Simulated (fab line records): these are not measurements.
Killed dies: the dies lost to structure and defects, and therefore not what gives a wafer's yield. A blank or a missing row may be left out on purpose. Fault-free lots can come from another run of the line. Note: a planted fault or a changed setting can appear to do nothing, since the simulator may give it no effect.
A struck lot beside a sound one -- flow n5_finfet -- 35 out of 1938 route steps
Sound: the wafers L883.3, L883.4, L883.6. Struck: wafers L888.2, L888.4, L888.6. The cause comes at the end.
Per side, at each step with rows, come the tool, then ch with its chambers, and then its first start. Under that, the readings that differ: sound wafers -- struck wafers -- difference of the means -- sigmas: that difference in standard deviations of wafers without a fault.
alike: a reading whose means differ by less than 2 such deviations, as well as words and numbers matching on both sides. not compared: withheld readings; readings where some wafer has no value; bounds like >300 that might hide an equal value; numbers whose values overlap and for which the record gives no deviation.
Wherever a step has rows on one side only, a row that says differs or no value, or a row with sigmas, the two part there. Non-overlapping numbers with no deviation appear without sigmas and do not part them. A reading missing from all wafers of one side parts the sides only when that side holds two or more wafers.

first, 9 steps without rows for these wafers: N5_STI_FIN_REVEAL_PRECLEAN_18 (cleans in SC2, time 45 s); N5_STI_FIN_REVEAL_SRD_28 (time 30 s); N5_DUMMY_GATE_PRECLEAN_00 (cleans in O3/DIW, time 60 s); N5_DUMMY_GATE_SRD_01 (time 30 s); N5_DUMMY_GATE_ALD_02 (deposits SiO2, target thk 2 nm, pulse time 1 s); N5_DUMMY_GATE_CVD_03 (deposits a-Si from SiH4, target thk 150 nm, time 8042 s); N5_DUMMY_GATE_PRECLEAN_46 (cleans in DIW, time 89.5 s); N5_DUMMY_GATE_SRD_47 (dry time 32 s); N5_DUMMY_GATE_CMP_04 (polishes a-Si).
N5_DUMMY_GATE_HM_DEP_06: deposits SiNx from DCS/NH3, target thk 80 nm, time 5141 s.
  sound on lpcvd-02 ch 0/50,0/54,0/64, day 3 15:11; struck on lpcvd-02 ch 1/70,1/79,1/89, day 4 19:09
reading,sound,struck,difference,sigmas
model.SiNx_of_DUMMY_GATE_HM_DEP_06.thk_nm (nm),79.4 80 80,74.4 73.8 74.6,-5.5,
then, 24 steps without rows for these wafers: N5_DUMMY_GATE_PECVD_30 (deposits SiO2 from TEOS/O2, target thk 55 nm, time 10.8 s); N5_DUMMY_GATE_COAT_34 (time 60 s, resist thk 60 nm); N5_DUMMY_GATE_COAT_35 (time 60 s, resist thk 10 nm); N5_DUMMY_GATE_COAT_28 (time 60 s, resist thk 10 nm); N5_DUMMY_GATE_COAT_09 (resist thk 30 nm); N5_DUMMY_GATE_EBR_11; N5_DUMMY_GATE_SOFTBAKE_10 (time 60 s); N5_DUMMY_GATE_EXPOSE_12 (exposes mask GATE, target cd 25 nm); N5_DUMMY_GATE_PEB_13 (peb time 60 s); N5_DUMMY_GATE_DEVELOP_14 (develop time 30 s); N5_DUMMY_GATE_DESCUM_20 (chemistry O2, time 6.2 s); N5_DUMMY_GATE_ETCH_29 (etches underlayer in N2/H2, target depth 13 nm); N5_DUMMY_GATE_ETCH_36 (etches SiARC in CF4, target depth 13 nm); N5_DUMMY_GATE_ETCH_37 (etches SOC in N2/H2, target depth 60 nm, overetch 30 nm); N5_DUMMY_GATE_STRIP_38 (strips in N2/H2); N5_DUMMY_GATE_STRIP_39 (strips in N2/H2); N5_DUMMY_GATE_TRIM_49 (chemistry O2, time 29 s, target cd 14 nm); N5_DUMMY_GATE_STRIP_40 (strips in CF4); N5_DUMMY_GATE_ETCH_31 (etches SiO2 in C4F6/O2, target depth 82.5 nm, time 27.5 s); N5_DUMMY_GATE_STRIP_41 (strips in O2); N5_DUMMY_GATE_HM_OPEN_21 (chemistry CH3F/O2, target SiNx, target depth 120 nm, time 171.4 s); N5_DUMMY_GATE_ETCH_32 (etches SiO2 in CF4, target depth 3.5 nm, time 3.9 s); N5_DUMMY_GATE_ETCH_23 (etches poly-Si in HBr/Cl2/O2, target depth 41 nm, time 22.3 s); N5_DUMMY_GATE_ETCH_44 (etches poly-Si in HBr/O2, stops on SiO2, target depth 127.5 nm).
N5_ILD0_CMP_03: polishes, stops on SiNx, t overpolish 1.9 s, target thk 197.38 nm.
  sound on cmp-02 ch 2,3, day 4 09:21; struck on cmp-04 ch 0,3, day 5 14:29
reading,sound,struck,difference,sigmas
model.SiNx_of_DUMMY_GATE_HM_DEP_06.thk_nm (nm),76.4 76.8 77,71.4 70.8 71.4,-5.5,
  alike: edge_zone_pressure_frac, motor_current_A, overpolish_run_s, platen_rpm, time_to_endpoint_s

WHERE THEY PART
Nowhere in this record.

WHY: the cause the simulator had injected
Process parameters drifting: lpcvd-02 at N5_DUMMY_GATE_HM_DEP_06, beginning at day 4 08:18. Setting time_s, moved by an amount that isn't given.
